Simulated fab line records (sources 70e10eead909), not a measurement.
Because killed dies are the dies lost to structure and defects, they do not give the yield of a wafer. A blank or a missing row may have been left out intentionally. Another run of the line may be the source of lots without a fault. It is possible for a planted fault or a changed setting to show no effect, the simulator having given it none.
Which tool did it? ; flow nand-harc ; 12 lots with 36 wafers sampled at 5 steps, on a route of 1159 steps

WHAT THE GAUGES SHOWED, per wafer
NHARC_END_SORT_01. Usual: killed-at-array 31, standard deviation 12; killed-at-other 0.6, standard deviation 0.85; killed-at-periphery 3.0, standard deviation 2.3; killed-dies 35, standard deviation 12; killed-open 3.2, standard deviation 1.9; killed-short 1.8, standard deviation 1.4.
lot;measured;on;killed-at-array;killed-at-other;killed-at-periphery;killed-dies;killed-open;killed-short;flag
L609;day 19 13:35;prober-01;672 675 674;0 0 0;5 2 3;677 677 677;3 3 1;2 2 4;OFF
L608;day 19 21:23;prober-02;675 676 676;0 0 0;2 1 1;677 677 677;3 3 1;3 1 3;OFF

TOOL THAT RAN EACH LOT (tool first, then ch and the chambers of the sampled wafers, then the start)
lot;NHARC_A_CONTACT_DESCUM_74;NHARC_A_CONTACT_ETCH_125;NHARC_A_CONTACT_ETCH_127;NHARC_A_CONTACT_ETCH_131
L609;rie-diel-05 ch 0,1,2, day 17 02:47;har-cap-etch-03 ch 0,1, day 17 04:06;har-cap-etch-03 ch 0,1, day 17 04:23;har-cap-etch-03 ch 0,1, day 17 04:57
L608;rie-diel-06 ch 0,3, day 17 03:25;har-cap-etch-01 ch 0,1, day 17 04:45;har-cap-etch-01 ch 0,1, day 17 05:02;har-cap-etch-01 ch 0,1, day 17 05:36
L611;rie-diel-06 ch 2,3, day 18 19:23;har-cap-etch-01 ch 0,1, day 18 20:49;har-cap-etch-01 ch 0,1, day 18 21:06;har-cap-etch-01 ch 0,1, day 18 21:40
L616;rie-diel-05 ch 1,2, day 19 08:38;har-cap-etch-03 ch 0,1, day 19 10:00;har-cap-etch-03 ch 0,1, day 19 10:17;har-cap-etch-03 ch 0,1, day 19 10:50
L619;rie-diel-06 ch 0,3, day 20 12:48;har-cap-etch-02 ch 0,1, day 20 14:10;har-cap-etch-02 ch 0,1, day 20 14:27;har-cap-etch-02 ch 0,1, day 20 15:01
L621;rie-diel-06 ch 0,3, day 20 16:22;har-cap-etch-02 ch 0,1, day 20 17:49;har-cap-etch-02 ch 0,1, day 20 18:07;har-cap-etch-02 ch 0,1, day 20 18:40
L620;rie-diel-06 ch 0,3, day 20 18:05;har-cap-etch-03 ch 0,1, day 20 19:35;har-cap-etch-03 ch 0,1, day 20 19:52;har-cap-etch-03 ch 0,1, day 20 20:26
L625;rie-diel-06 ch 0,3, day 21 06:42;har-cap-etch-03 ch 0,1, day 21 08:02;har-cap-etch-03 ch 0,1, day 21 08:19;har-cap-etch-03 ch 0,1, day 21 08:53
L624;rie-diel-13 ch 0,3, day 21 12:19;har-cap-etch-01 ch 0,1, day 21 13:40;har-cap-etch-01 ch 0,1, day 21 13:56;har-cap-etch-01 ch 0,1, day 21 14:31
L622;rie-diel-13 ch 1,2,3, day 22 00:07;har-cap-etch-03 ch 0,1, day 22 01:27;har-cap-etch-03 ch 0,1, day 22 01:44;har-cap-etch-03 ch 0,1, day 22 02:19
L627;rie-diel-06 ch 0,1, day 22 05:17;har-cap-etch-03 ch 0,1, day 22 06:43;har-cap-etch-03 ch 0,1, day 22 06:59;har-cap-etch-03 ch 0,1, day 22 07:34
L626;rie-diel-06 ch 0,1,2, day 22 07:16;har-cap-etch-02 ch 0,1, day 22 08:38;har-cap-etch-02 ch 0,1, day 22 08:55;har-cap-etch-02 ch 0,1, day 22 09:29
- NHARC_A_CONTACT_DESCUM_74: chemistry O2, time 3 s.
- NHARC_A_CONTACT_ETCH_125: etches the open film in C4F8/O2/Ar, time 155 s, target depth 956 nm.
- NHARC_A_CONTACT_ETCH_127: etches the open film in C4F8/O2/Ar, time 155 s, target depth 956 nm.
- NHARC_A_CONTACT_ETCH_131: etches the open film in C4F8/O2/Ar, time 155 s, target depth 956 nm.

WHAT THE TOOLS THEMSELVES READ (means of the sampled wafers that have a number; where no wafer has one, the mark that the record gives instead)
NHARC_A_CONTACT_DESCUM_74. Usual: drypump-motor-current-A 5.8 A, standard deviation 0.53; oes-product-au 1.000 a.u., standard deviation 0.0076; rf-vpp-V 57.8 V, standard deviation 0.83; showerhead-plenum-p-Torr 1.93 Torr, standard deviation 0.086; throttle-valve-pct 11.311 %, standard deviation 0.0093.
lot;tool;drypump-motor-current-A (A);oes-product-au (a.u.);rf-vpp-V (V);showerhead-plenum-p-Torr (Torr);throttle-valve-pct (%);flag
L609;rie-diel-05;5.9;1.001;57.8;1.98;11.307;
L608;rie-diel-06;5.7;0.998;57.9;1.92;11.306;
L611;rie-diel-06;5.5;1.004;58.3;2.00;11.306;
L616;rie-diel-05;5.7;1.008;57.7;1.93;11.309;
L619;rie-diel-06;5.7;1.005;57.5;1.92;11.314;
L621;rie-diel-06;5.7;1.010;58.0;1.92;11.316;
L620;rie-diel-06;5.8;0.995;56.3;1.92;11.311;
L625;rie-diel-06;6.2;1.011;58.1;1.96;11.313;
L624;rie-diel-13;6.2;0.997;57.9;1.99;11.318;
L622;rie-diel-13;6.1;0.992;57.7;1.90;11.308;
L627;rie-diel-06;5.4;1.003;57.3;1.81;11.325;
L626;rie-diel-06;5.2;1.001;57.1;1.88;11.308;

NHARC_A_CONTACT_ETCH_125. Usual: chamber-pressure-mTorr 20.001 mTorr, standard deviation 0.018; oes-air-line-au 1.001 a.u., standard deviation 0.02.
lot;tool;chamber-pressure-mTorr (mTorr);oes-air-line-au (a.u.);flag
L609;har-cap-etch-03;19.990;1.021;
L608;har-cap-etch-01;20.003;0.990;
L611;har-cap-etch-01;20.023;1.025;
L616;har-cap-etch-03;19.998;1.001;
L619;har-cap-etch-02;19.991;1.015;
L621;har-cap-etch-02;19.998;0.994;
L620;har-cap-etch-03;20.001;1.008;
L625;har-cap-etch-03;20.002;1.013;
L624;har-cap-etch-01;19.990;1.021;
L622;har-cap-etch-03;19.993;0.994;
L627;har-cap-etch-03;19.988;0.993;
L626;har-cap-etch-02;19.996;0.999;

NHARC_A_CONTACT_ETCH_127. Usual: chamber-pressure-mTorr 20.002 mTorr, standard deviation 0.019; oes-air-line-au 1.002 a.u., standard deviation 0.018.
lot;tool;chamber-pressure-mTorr (mTorr);oes-air-line-au (a.u.);flag
L609;har-cap-etch-03;-;-;OFF
L608;har-cap-etch-01;-;-;OFF
L611;har-cap-etch-01;20.005;1.011;
L616;har-cap-etch-03;20.014;1.000;
L619;har-cap-etch-02;19.983;1.030;
L621;har-cap-etch-02;20.001;0.990;
L620;har-cap-etch-03;19.986;0.994;
L625;har-cap-etch-03;19.986;1.006;
L624;har-cap-etch-01;20.002;0.994;
L622;har-cap-etch-03;20.001;1.009;
L627;har-cap-etch-03;20.010;0.975;
L626;har-cap-etch-02;19.976;1.006;

NHARC_A_CONTACT_ETCH_131. Usual: chamber-pressure-mTorr 20.001 mTorr, standard deviation 0.019; oes-air-line-au 1.001 a.u., standard deviation 0.018.
lot;tool;chamber-pressure-mTorr (mTorr);oes-air-line-au (a.u.);flag
L609;har-cap-etch-03;19.995;0.999;
L608;har-cap-etch-01;19.996;0.994;
L611;har-cap-etch-01;19.994;1.009;
L616;har-cap-etch-03;19.991;1.017;
L619;har-cap-etch-02;20.004;1.001;
L621;har-cap-etch-02;19.983;1.009;
L620;har-cap-etch-03;20.011;1.021;
L625;har-cap-etch-03;20.008;1.010;
L624;har-cap-etch-01;20.007;1.008;
L622;har-cap-etch-03;20.016;1.007;
L627;har-cap-etch-03;20.008;1.022;
L626;har-cap-etch-02;20.024;0.987;

THE ANSWER, worked out from the rows above alone
Rule: a lot is off if the mean of its wafers that have a number lies more than 3 standard deviations from the usual mean. A lot without any number at a reading at which 4 lots or more have one is off too. All remaining lots with rows at the step are treated as sound. Order of review: gauges by route order, followed by the tools' own readings, for which a lot's mean as printed above is used. The first step at which some lot is off is used, and at that step the reading that is off furthest; a lot without a number counts as furthest.
Off: L609, L608 (NHARC_END_SORT_01, killed-at-array). Neither off nor sound, because the step has no rows for them: L611, L616, L619, L621, L620, L625, L624, L622, L627, L626.
A tool fits if, at a process step before that reading, it ran every lot that is off, and no sound lot after the first of them. The gauges at NHARC_END_SORT_01 aren't tried: what is off there is off at NHARC_A_CONTACT_ETCH_127 too, on other tools, and a gauge's error can't cause that. Of those tried, none fits.

WHAT THE SIMULATOR PUT IN
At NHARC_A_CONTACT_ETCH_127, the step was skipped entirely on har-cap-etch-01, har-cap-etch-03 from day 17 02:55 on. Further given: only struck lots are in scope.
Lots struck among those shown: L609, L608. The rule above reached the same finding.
